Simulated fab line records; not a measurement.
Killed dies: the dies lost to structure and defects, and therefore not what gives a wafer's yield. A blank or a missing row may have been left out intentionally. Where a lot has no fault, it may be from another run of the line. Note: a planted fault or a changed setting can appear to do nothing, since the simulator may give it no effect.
The same fault as seen by 3 desks | flow nand harc | each desk has only its own numbers; what lay behind them comes last

THE METROLOGY DESK
Means of the sampled wafers that have a number, per lot and without regard to the tool the lot ran on: this is what the gauges read. Marked OUT: a lot whose mean sits more than 4 standard deviations from the usual mean, which makes it out of limits; the brackets give that distance.
Columns: A = cd nm at NHARC_P_GATE_CD_MEAS_26, usual 119.7 nm; B = cd nm at NHARC_P_GATE_CD_MEAS_33, usual 119.7 nm
lot  | first seen here | A                | B
L429 | day 4 21:41     | 119.9            | 121.6
L430 | day 5 11:13     | 119.2            | 119.0
L431 | day 5 16:25     | 120.4            | 121.6
L437 | day 9 04:36     | 119.2            | 119.3
L433 | day 9 05:54     | 122.0            | 120.8
L434 | day 9 07:24     | 121.3            | 124.8
L440 | day 9 10:25     | 123.6 (+5.6) OUT | 121.1
L442 | day 10 22:34    | 119.4            | 118.7
L444 | day 11 02:46    | 119.1            | 120.1
L446 | day 11 22:33    | 120.1            | 118.1
L448 | day 12 18:10    | 118.8            | 118.6
L449 | day 13 06:04    | 118.9            | 119.1
L450 | day 14 01:55    | 121.2            | 119.6
L452 | day 14 12:59    | 120.1            | 119.9
This desk's finding: out of limits on L440; first on L440, day 9 10:25 (cd nm at NHARC_P_GATE_CD_MEAS_26). Within limits: L429, L430, L431, L437, L433, L434, L442, L444, L446, L448, L449, L450, L452.

DESK OF THE TOOL OWNER: litho track-06
The tool's own readings at NHARC_P_GATE_PEB_24 (peb time 65 s): means of the sampled wafers that have a number, for each lot that ran on this tool. Marked OUT: a lot whose mean sits more than 4 standard deviations from the usual mean, which makes it out of limits; the brackets give that distance.
Columns: A = heater power total W at NHARC_P_GATE_PEB_24, usual 156.6 W
lot  | first seen here | A
L431 | day 5 16:20     | 156.9
L433 | day 9 05:49     | 160.0 (+8.1) OUT
L434 | day 9 07:19     | 160.5 (+9.3) OUT
L440 | day 9 10:19     | 164.4 (+18) OUT
L450 | day 14 01:50    | 157.0
L452 | day 14 12:54    | 156.4
This desk's finding: out of limits on L433, L434, L440; first on L433, day 9 05:49 (heater power total W at NHARC_P_GATE_PEB_24). Within limits: L431, L450, L452.

THE DEFECT DESK
What the inspections along the route counted, lot by lot: means of the sampled wafers that have a number. Marked OUT: a lot whose mean sits more than 4 standard deviations from the usual mean, which makes it out of limits; the brackets give that distance.
Columns: A = raw defect count at NHARC_P_GATE_INSPECT_28, usual 6
lot  | first seen here | A
L429 | day 4 21:49     | 7
L430 | day 5 11:21     | 4
L431 | day 5 16:32     | 7
L437 | day 9 04:43     | 7
L433 | day 9 06:01     | 9
L434 | day 9 07:31     | 3
L440 | day 9 10:31     | 3
L442 | day 10 22:41    | 8
L444 | day 11 02:53    | 3
L446 | day 11 22:41    | 5
L448 | day 12 18:18    | 6
L449 | day 13 06:11    | 7
L450 | day 14 02:02    | 5
L452 | day 14 13:07    | 7
This desk found nothing out of limits on any of the 14 lots.

ALL TOGETHER
An alarm could have come from the tool owner's desk at day 9 05:49, on L433, L434, L440.
At day 9 10:25 the metrology desk could have sounded an alarm, on L440.
Nothing out of limits was seen by the defect desk.
The metrology desk has L433, L434 on record, within its limits.
The defect desk has L433, L434, L440 on record, within its limits.
Of the lots named, all ran NHARC_P_GATE_PEB_24 on litho track-06.

WHAT THE SIMULATOR PUT IN
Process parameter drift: litho track-06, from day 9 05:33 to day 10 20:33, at NHARC_P_GATE_PEB_24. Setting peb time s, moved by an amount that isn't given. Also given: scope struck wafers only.
Lots struck among those shown: L433, L434, L440.
Fault start to first reading out of limits, in hours, per desk: tool owner, 0; metrology, 5.
